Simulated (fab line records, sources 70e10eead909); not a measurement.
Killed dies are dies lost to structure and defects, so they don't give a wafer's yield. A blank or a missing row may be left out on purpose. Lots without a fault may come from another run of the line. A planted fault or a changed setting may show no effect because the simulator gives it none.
Which tool did it? | flow nand_harc | 13 lots, 39 wafers sampled, at 5 steps of a route of 1302

WHAT THE GAUGES READ, wafer by wafer
NHARC_THIN_TSV_CD_MEAS_33: target cd 5000 nm. Usual: cd_nm 4999.9 nm, standard deviation 1.6.
lot  | measured     | on        | cd_nm (nm)           | flag
L212 | day 25 18:49 | cd_sem-01 | 5000.7 5001.8 5000.3 |
L214 | day 25 10:46 | cd_sem-02 | 4998.7 4997.6 4998.8 |
L215 | day 25 13:12 | cd_sem-01 | 4998.3 4999.2        |
L217 | day 27 01:13 | cd_sem-02 | 5001.5               |
L225 | day 30 03:11 | cd_sem-02 | 4998.6 4999.2 4998.2 |
L224 | day 30 04:36 | cd_sem-01 | 4998.1 4999.1 4998.7 |
L227 | day 31 13:49 | cd_sem-01 | 5000.1 4999.7 4999.0 |
L226 | day 31 15:07 | cd_sem-01 | 4998.8 4998.8 4998.0 |
L228 | day 31 22:56 | cd_sem-02 | 5000.1 4997.2 5002.3 |
L230 | day 32 09:40 | cd_sem-01 | 4999.7 5000.8 5002.3 |
L231 | day 32 08:24 | cd_sem-02 | 5003.1 5003.0 5001.9 |
L229 | day 32 21:04 | cd_sem-03 | 5001.0 5001.2 4999.8 |
L233 | day 33 09:51 | cd_sem-01 | 5002.4 4999.6 5004.2 |

NHARC_THIN_TSV_INSPECT_40. Usual: raw_defect_count 567, standard deviation 96.
lot  | measured     | on                | raw_defect_count | flag
L212 | day 26 00:50 | defect_inspect-01 | 682 857 588      |
L214 | day 25 15:38 | defect_inspect-02 | 730 605 662      |
L215 | day 25 19:29 | defect_inspect-01 | 553 594          |
L217 | day 27 07:15 | defect_inspect-02 | 579              |
L225 | day 30 09:12 | defect_inspect-01 | 498 520 474      |
L224 | day 30 09:13 | defect_inspect-02 | 603 618 493      |
L227 | day 31 19:50 | defect_inspect-01 | 646 520 625      |
L226 | day 31 19:50 | defect_inspect-02 | 495 488 556      |
L228 | day 32 04:53 | defect_inspect-01 | 503 657 657      |
L230 | day 32 14:26 | defect_inspect-01 | 561 625 663      |
L231 | day 32 14:26 | defect_inspect-01 | 551 739 546      |
L229 | day 33 01:35 | defect_inspect-02 | 531 617 480      |
L233 | day 33 17:31 | defect_inspect-02 | 636 528 428      |

NHARC_END_SORT_01. Usual: defect_limited_yield 91.5 %, standard deviation 2.4; killed_at_array 52, standard deviation 16; killed_at_other 0.8, standard deviation 1.1; killed_at_periphery 4.2, standard deviation 2.5; killed_dies 57, standard deviation 16; killed_open 3.4, standard deviation 2; killed_short 2.6, standard deviation 1.6; sort_bin_2_pct 3.0 %, standard deviation 1.1; sort_bin_3_pct 0.6 %, standard deviation 0.31; sort_bin_4_pct 4.8 %, standard deviation 1.4; sort_n_pass 620, standard deviation 16; sort_rim_yield_pct 90 %, standard deviation 4.8; sort_yield_pct 91.5 %, standard deviation 2.4.
lot  | measured     | on        | defect_limited_yield (%) | killed_at_array | killed_at_other | killed_at_periphery | killed_dies | killed_open | killed_short | sort_bin_2_pct (%) | sort_bin_3_pct (%) | sort_bin_4_pct (%) | sort_n_pass | sort_rim_yield_pct (%) | sort_yield_pct (%) | flag
L212 | day 26 10:19 | prober-02 | 91.7 92.8 93.9           | 53 43 40        | 1 0 1           | 2 6 0               | 56 49 41    | 2 7 1       | 1 3 3        | 2.7 1.9 2.1        | 0.7 1.0 0.4        | 4.9 4.3 3.5        | 621 628 636 | 95 88 87               | 91.7 92.8 93.9     |
L214 | day 26 03:20 | prober-02 | 90.8 91.6 92.3           | 60 55 48        | 0 0 0           | 2 2 4               | 62 57 52    | 3 2 4       | 2 2 2        | 3.0 2.7 2.7        | 0.9 0.4 0.6        | 5.3 5.3 4.4        | 615 620 625 | 84 87 88               | 90.8 91.6 92.3     |
L215 | day 26 03:25 | prober-01 | 0 90.4 86.3              | 79 63 90        | 0 0 0           | 598 2 3             | 677 65 93   | 0 4 7       | 3 1 2        | 94.2 3.2 5.8       | 1.2 0.9 0.9        | 4.6 5.5 7.1        | 0 612 584   | 0 77 78                | 0 90.4 86.3        | OFF
L217 | day 27 10:14 | prober-01 | 0 90.5 0                 | 72 60 76        | 2 2 1           | 603 2 600           | 677 64 677  | 2 1 3       | 2 1 3        | 92.3 3.7 91.9      | 0.6 0.3 1.0        | 7.1 5.5 7.1        | 0 613 0     | 0 80 0                 | 0 90.5 0           | OFF
L225 | day 30 12:15 | prober-02 | 89.7 90.4 92.3           | 64 59 47        | 0 0 1           | 6 6 4               | 70 65 52    | 4 2 3       | 5 4 5        | 3.7 4.0 3.1        | 0.9 1.0 1.0        | 5.8 4.6 3.5        | 607 612 625 | 84 93 88               | 89.7 90.4 92.3     |
L224 | day 30 13:50 | prober-01 | 92.6 95.1 94.4           | 46 31 36        | 2 0 0           | 2 2 2               | 50 33 38    | 1 1 4       | 3 5 0        | 2.5 1.8 1.6        | 0.3 0.4 0.3        | 4.6 2.7 3.7        | 627 644 639 | 99 93 88               | 92.6 95.1 94.4     |
L227 | day 31 22:51 | prober-02 | 90.4 92.3 91.4           | 58 44 54        | 2 0 1           | 5 8 3               | 65 52 58    | 8 6 4       | 3 4 4        | 4.3 3.0 2.7        | 0.9 0.3 0.3        | 4.4 4.4 5.6        | 612 625 619 | 92 83 95               | 90.4 92.3 91.4     |
L226 | day 32 01:20 | prober-01 | 91.6 91.0 92.6           | 47 55 44        | 3 1 1           | 7 5 5               | 57 61 50    | 9 6 3       | 5 6 4        | 3.2 3.4 2.5        | 0.3 0.3 0.7        | 4.9 5.3 4.1        | 620 616 627 | 92 86 89               | 91.6 91.0 92.6     |
L228 | day 32 08:45 | prober-02 | 88.3 87.4 88.0           | 73 77 69        | 1 0 0           | 5 8 12              | 79 85 81    | 3 4 5       | 0 3 2        | 4.9 4.3 3.7        | 0.6 0.9 1.0        | 6.2 7.4 7.2        | 598 592 596 | 90 85 90               | 88.3 87.4 88.0     |
L230 | day 33 02:05 | prober-01 | 91.9 90.3 88.9           | 52 62 72        | 0 1 0           | 3 3 3               | 55 66 75    | 3 2 6       | 2 0 1        | 2.1 4.1 4.3        | 1.0 0.7 0.7        | 5.0 4.9 6.1        | 622 611 602 | 90 82 84               | 91.9 90.3 88.9     |
L231 | day 32 17:29 | prober-01 | 92.6 92.6 91.4           | 44 47 51        | 1 1 0           | 5 2 7               | 50 50 58    | 2 1 4       | 4 1 3        | 3.7 3.1 2.2        | 0.4 0.7 0.9        | 3.2 3.5 5.5        | 627 627 619 | 90 92 87               | 92.6 92.6 91.4     |
L229 | day 33 09:09 | prober-01 | 93.9 91.7 92.9           | 35 53 42        | 0 0 0           | 6 3 6               | 41 56 48    | 5 4 8       | 1 2 3        | 1.8 2.8 2.4        | 0.3 0.4 0.9        | 4.0 5.0 3.8        | 636 621 629 | 85 92 88               | 93.9 91.7 92.9     |
L233 | day 33 20:38 | prober-02 | 92.2 91.1 91.7           | 51 58 55        | 0 0 0           | 2 2 1               | 53 60 56    | 3 7 5       | 6 3 2        | 2.2 2.2 2.2        | 0.6 0.6 0.4        | 5.0 6.1 5.6        | 624 617 621 | 88 88 92               | 92.2 91.1 91.7     |

WHICH TOOL RAN EACH LOT (tool, then ch and the chambers of the sampled wafers, then the start)
lot  | NHARC_P_BONDPAD_PVD_27       | NHARC_THIN_TSV_ETCH_36
L212 | pvd_sputter-01, day 7 12:02  | rie_metal-03 ch 0,1, day 25 19:23
L214 | pvd_sputter-03, day 8 05:31  | rie_metal-02 ch 0,1, day 25 11:19
L215 | pvd_sputter-03, day 8 17:41  | rie_metal-01 ch 1, day 25 13:59
L217 | pvd_sputter-03, day 9 14:08  | rie_metal-01 ch 0, day 27 01:50
L225 | pvd_sputter-03, day 13 02:34 | rie_metal-02 ch 0,1, day 30 03:44
L224 | pvd_sputter-03, day 13 03:40 | rie_metal-01 ch 0,1, day 30 05:10
L227 | pvd_sputter-01, day 13 21:54 | rie_metal-01 ch 0,1, day 31 14:22
L226 | pvd_sputter-03, day 13 22:22 | rie_metal-03 ch 0,1, day 31 15:40
L228 | pvd_sputter-03, day 14 14:30 | rie_metal-01 ch 0,1, day 31 23:29
L230 | pvd_sputter-02, day 15 01:10 | rie_metal-03 ch 0,1, day 32 10:12
L231 | pvd_sputter-01, day 15 02:11 | rie_metal-02 ch 0,1, day 32 08:57
L229 | pvd_sputter-03, day 15 07:29 | rie_metal-02 ch 0,1, day 32 21:38
L233 | pvd_sputter-01, day 16 03:47 | rie_metal-02 ch 0,1, day 33 10:24
- NHARC_P_BONDPAD_PVD_27: deposits Cu, target thk 30 nm, time 20.49 s.
- NHARC_THIN_TSV_ETCH_36: etches the open film in Cl2/BCl3, target depth 65 nm, time 18.571 s.

WHAT THE TOOLS THEMSELVES READ (means of the sampled wafers that have a number; where no wafer has one, the mark that the record gives instead)
NHARC_P_BONDPAD_PVD_27. Usual: throttle_valve_pct 30.4 %, standard deviation 0.75.
lot  | tool           | throttle_valve_pct (%) | flag
L212 | pvd_sputter-01 | 30.1                   |
L214 | pvd_sputter-03 | 30.3                   |
L215 | pvd_sputter-03 | 30.2                   |
L217 | pvd_sputter-03 | 30.2                   |
L225 | pvd_sputter-03 | 30.6                   |
L224 | pvd_sputter-03 | 30.7                   |
L227 | pvd_sputter-01 | 30.4                   |
L226 | pvd_sputter-03 | 30.5                   |
L228 | pvd_sputter-03 | 30.8                   |
L230 | pvd_sputter-02 | 30.1                   |
L231 | pvd_sputter-01 | 30.0                   |
L229 | pvd_sputter-03 | 30.8                   |
L233 | pvd_sputter-01 | 30.9                   |

NHARC_THIN_TSV_ETCH_36. Usual: drypump_motor_current_A 6.0 A, standard deviation 0.69; oes_product_au 1.001 a.u., standard deviation 0.0074.
lot  | tool         | drypump_motor_current_A (A) | oes_product_au (a.u.) | flag
L212 | rie_metal-03 | 5.4                         | 0.998                 |
L214 | rie_metal-02 | 6.6                         | 0.999                 |
L215 | rie_metal-01 | 6.4                         | 1.002                 |
L217 | rie_metal-01 | 5.0                         | 0.994                 |
L225 | rie_metal-02 | 6.6                         | 0.999                 |
L224 | rie_metal-01 | 5.5                         | 1.009                 |
L227 | rie_metal-01 | 5.4                         | 1.003                 |
L226 | rie_metal-03 | 5.7                         | 1.002                 |
L228 | rie_metal-01 | 5.4                         | 1.001                 |
L230 | rie_metal-03 | 5.7                         | 1.012                 |
L231 | rie_metal-02 | 6.7                         | 0.992                 |
L229 | rie_metal-02 | 6.6                         | 0.992                 |
L233 | rie_metal-02 | 6.6                         | 0.987                 |

THE ANSWER, worked out from the rows above alone
Rule: a lot is off if the mean of its wafers that have a number lies more than 3 standard deviations from the usual mean. A lot without any number at a reading at which 4 lots or more have one is off too. The other lots that the step has rows for count as sound. The gauges are gone through in route order, then the tools' own readings, and for those a lot's mean is taken as printed above. The first step at which some lot is off is used, and at that step the reading that is off furthest; a lot without a number counts as furthest.
Off: L215, L217, at NHARC_END_SORT_01 (killed_at_periphery).
A tool fits if, at a process step before that reading, it ran every lot that is off, and no sound lot after the first of them. The gauges at NHARC_END_SORT_01 are tried like those tools. None of those tried fits.

WHAT THE SIMULATOR HAD PUT IN
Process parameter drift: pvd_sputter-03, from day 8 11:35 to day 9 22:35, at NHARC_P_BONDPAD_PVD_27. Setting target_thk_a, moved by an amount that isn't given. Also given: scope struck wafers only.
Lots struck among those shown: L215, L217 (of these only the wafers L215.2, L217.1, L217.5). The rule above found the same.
